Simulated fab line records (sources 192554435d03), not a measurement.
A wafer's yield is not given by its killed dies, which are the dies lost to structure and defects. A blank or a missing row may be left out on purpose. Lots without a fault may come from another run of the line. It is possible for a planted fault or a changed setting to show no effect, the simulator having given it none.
Matching of chambers ; flow n5 finfet ; uv cure-02 running N5_BEOL_M7_CURE_75: 3 sister chambers
The step cures SiCOH lowk, time 120 s. 18 wafers are shown with their chamber, then 9 later ones without.

WAFERS PAIRED WITH THEIR CHAMBERS
wafer;chamber;wafer_temp_C_max;lamp power pct (%)
L075.1;0;372.8;52.30
L075.2;0;372.2;52.30
L075.6;0;372.0;52.41
L075.3;0;372.5;52.34
L075.4;0;372.5;52.30
L075.5;0;372.8;52.33
L074.3;1;371.2;52.30
L074.5;1;370.8;52.36
L074.6;1;371.2;52.32
L082.1;2;373.0;52.23
L082.4;2;372.0;52.31
L082.6;2;371.9;52.34
L087.2;2;372.2;52.29
L087.3;2;371.7;52.25
L087.6;2;371.6;52.33
L088.4;0;372.8;52.35
L088.5;0;373.2;52.38
L088.6;0;373.5;52.34

SIGNATURES (means of the wafers above)
reading;chamber 0;chamber 1;chamber 2;scatter within a chamber
wafer_temp_C_max;372.700;371.067;372.067;0.456
lamp power pct;52.3389;52.3267;52.2917;0.0392
Rule: a wafer lies at a distance from a chamber equal to the root of the sum of squares, over the readings, of (its reading less the chamber's mean, divided by the reading's scatter). If the next closest chamber is less than 2 further off than the closest, the wafer can't be placed; otherwise it belongs to the closest. How the scatter is found: for the shown wafers, subtract from each reading the mean of its chamber, square and add these, divide the total by (wafers less chambers), then take the root.

WAFERS WHOSE CHAMBER IS MISSING
wafer;wafer_temp_C_max;lamp power pct (%)
L095.2;372.6;52.40
L095.3;372.6;52.38
L095.5;372.7;52.25
L094.1;371.8;52.30
L094.2;371.8;52.32
L094.6;371.8;52.33
L094.3;371.5;52.36
L094.4;371.8;52.30
L094.5;372.4;52.24

WHICH CHAMBER EACH ONE RAN IN
wafer;from the rows above;in truth
L095.2;can't be placed: 0 or 2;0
L095.3;can't be placed: 0 or 2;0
L095.5;can't be placed: 2 or 0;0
L094.1;can't be placed: 2 or 1 or 0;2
L094.2;can't be placed: 2 or 1 or 0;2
L094.6;can't be placed: 2 or 1 or 0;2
L094.3;can't be placed: 1 or 2 or 0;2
L094.4;can't be placed: 2 or 1 or 0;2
L094.5;can't be placed: 2 or 0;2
Placed correctly: 0 of 9. Unplaceable from these rows: 9, with the true chamber sitting among the candidates in 9. Placed wrongly: 0.
